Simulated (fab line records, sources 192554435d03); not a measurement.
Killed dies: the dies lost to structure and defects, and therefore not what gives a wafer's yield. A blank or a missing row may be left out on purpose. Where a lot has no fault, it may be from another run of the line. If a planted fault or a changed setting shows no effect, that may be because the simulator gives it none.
Chamber matching	flow n5_finfet	4 sister chambers for N5_BEOL_M14_ETCH_67 on rie_diel-03
The step etches SiARC in CF4, target depth 143 nm, time 238.3 s. 20 wafers are shown with their chamber, then 10 later ones without.

WAFERS WITH THEIR CHAMBER
wafer	chamber	showerhead_plenum_p_Torr (Torr)	drypump_motor_current_A (A)	throttle_valve_pct (%)
L077.2	3	2.05	5.63	15.65
L077.3	1	2.04	5.77	15.79
L077.5	1	2.04	5.78	15.80
L078.2	1	2.04	5.77	15.83
L078.4	3	2.04	5.65	15.66
L078.5	1	2.04	5.79	15.84
L082.3	1	2.04	5.78	15.84
L082.4	0	2.10	5.52	15.26
L082.6	1	2.04	5.77	15.84
L086.2	0	2.09	5.51	15.26
L086.3	1	2.04	5.78	15.86
L086.4	0	2.09	5.54	15.29
L085.2	2	2.18	5.95	15.32
L085.3	0	2.09	5.53	15.30
L085.4	2	2.18	5.97	15.33
L091.3	1	2.03	5.79	15.90
L091.4	2	2.18	5.97	15.35
L091.5	0	2.09	5.51	15.32
L096.1	2	2.18	5.93	15.35
L096.2	1	2.03	5.78	15.89

SIGNATURES (averages over the wafers above)
reading	chamber 0	chamber 1	chamber 2	chamber 3	scatter within a chamber
showerhead_plenum_p_Torr	2.0920	2.0378	2.1800	2.0450	0.00422
drypump_motor_current_A	5.5220	5.7789	5.9550	5.6400	0.0124
throttle_valve_pct	15.2860	15.8433	15.3375	15.6550	0.0296
Rule: distance of a wafer from a chamber = root of the sum over the readings of ((wafer's reading minus chamber's mean) / reading's scatter) squared. The wafer belongs to the nearest chamber; if the next one is less than 2 further off, it can't be placed. How the scatter is found: for the shown wafers, subtract from each reading the mean of its chamber, square and add these, divide the total by (wafers less chambers), then take the root.

WAFERS MISSING THEIR CHAMBER
wafer	showerhead_plenum_p_Torr (Torr)	drypump_motor_current_A (A)	throttle_valve_pct (%)
L096.5	2.03	5.78	15.88
L092.2	2.08	5.54	15.33
L092.3	2.03	5.76	15.90
L092.5	2.03	5.77	15.89
L094.2	2.03	5.79	15.90
L094.3	2.08	5.50	15.33
L094.4	2.03	5.68	15.75
L095.1	2.18	5.97	15.36
L095.2	2.08	5.51	15.32
L095.6	2.08	5.53	15.33

WHICH CHAMBER EACH ONE RAN IN
wafer	from the rows above	in truth
L096.5	1	1
L092.2	0	0
L092.3	1	1
L092.5	1	1
L094.2	1	1
L094.3	0	0
L094.4	3	3
L095.1	2	2
L095.2	0	0
L095.6	0	0
Correctly placed: 10 of 10. Left unplaced by these rows: 0. Number placed wrongly: 0.
